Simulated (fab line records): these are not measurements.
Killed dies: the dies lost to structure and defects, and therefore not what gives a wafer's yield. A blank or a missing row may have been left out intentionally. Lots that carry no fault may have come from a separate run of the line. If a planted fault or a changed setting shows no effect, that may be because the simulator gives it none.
One fault seen from 2 desks / flow n5_finfet / every desk sees just its own numbers, and what lay behind them comes last

FROM THE METROLOGY DESK
Lot by lot, what the gauges showed, no matter which tool ran the lot: averages of those sampled wafers that carry a number. A lot is out of limits, marked OUT, if its mean lies more than 4 standard deviations from the usual mean; the brackets give that distance. Only the readings that lie furthest out on some lot appear, 7 of the 10 it has.
Columns: A = DIBL_N at N5_BEOL_M4_RC_MEAS_101, usual 36.5 mV/V; B = DIBL_P at N5_BEOL_M4_RC_MEAS_101, usual 36.5 mV/V; C = ION_N at N5_BEOL_M4_RC_MEAS_101, usual 675 uA/um; D = ION_P at N5_BEOL_M4_RC_MEAS_101, usual 464 uA/um; E = SS_N at N5_BEOL_M4_RC_MEAS_101, usual 71.5 mV/dec; F = SS_P at N5_BEOL_M4_RC_MEAS_101, usual 73.4 mV/dec; G = VT_P at N5_BEOL_M4_RC_MEAS_101, usual -250 mV
lot=L370; first seen here=day 8 15:29; A=36.0; B=37.0; C=672; D=456; E=72.1; F=73.5; G=-252
lot=L375; first seen here=day 9 21:19; A=36.3; B=35.7; C=666; D=454; E=71.3; F=73.3; G=-250
lot=L382; first seen here=day 11 18:43; A=35.3; B=36.4; C=673; D=464; E=71.5; F=73.6; G=-250
lot=L385; first seen here=day 12 07:55; A=37.3; B=37.9; C=681; D=466; E=71.7; F=73.6; G=-247
lot=L383; first seen here=day 12 15:24; A=38.4; B=36.7; C=675; D=456; E=71.9; F=73.5; G=-253
lot=L386; first seen here=day 12 19:00; A=38.5; B=39.4; C=684; D=466; E=71.7; F=74.1; G=-248
lot=L389; first seen here=day 13 10:22; A=35.5; B=36.7; C=675; D=463; E=71.4; F=73.3; G=-254
lot=L390; first seen here=day 13 22:22; A=34.7; B=36.4; C=677; D=468; E=71.5; F=73.1; G=-249
lot=L391; first seen here=day 14 04:43; A=36.2; B=35.4; C=664; D=462; E=72.1; F=73.3; G=-250
This desk found nothing out of limits on any of the 9 lots.

TOOL OWNER'S DESK, ald_metal-03
The tool's own readings at N5_BEOL_M2_ALD_84 (deposits TaN, pulse time 2 s, purge time 3 s, co reactant purge time 2 s): means of the sampled wafers that have a number, for each lot that ran on this tool. A lot is out of limits, marked OUT, if its mean lies more than 4 standard deviations from the usual mean; the brackets give that distance.
Columns: A = heater_power_w at N5_BEOL_M2_ALD_84, usual 431 W; B = precursor_vessel_temp_c at N5_BEOL_M2_ALD_84, usual 74.99 C
lot=L370; first seen here=day 7 13:52; A=459; B=74.97
lot=L375; first seen here=day 8 18:49; A=396; B=75.00
lot=L385; first seen here=day 11 07:44; A=379; B=74.87
lot=L389; first seen here=day 12 10:25; A=417; B=75.08
This desk found nothing out of limits on any of the 4 lots.

BROUGHT TOGETHER
At the metrology desk, nothing out of limits was observed.
The desk of the tool owner found nothing out of limits.

WHAT HAD BEEN PUT IN BY THE SIMULATOR
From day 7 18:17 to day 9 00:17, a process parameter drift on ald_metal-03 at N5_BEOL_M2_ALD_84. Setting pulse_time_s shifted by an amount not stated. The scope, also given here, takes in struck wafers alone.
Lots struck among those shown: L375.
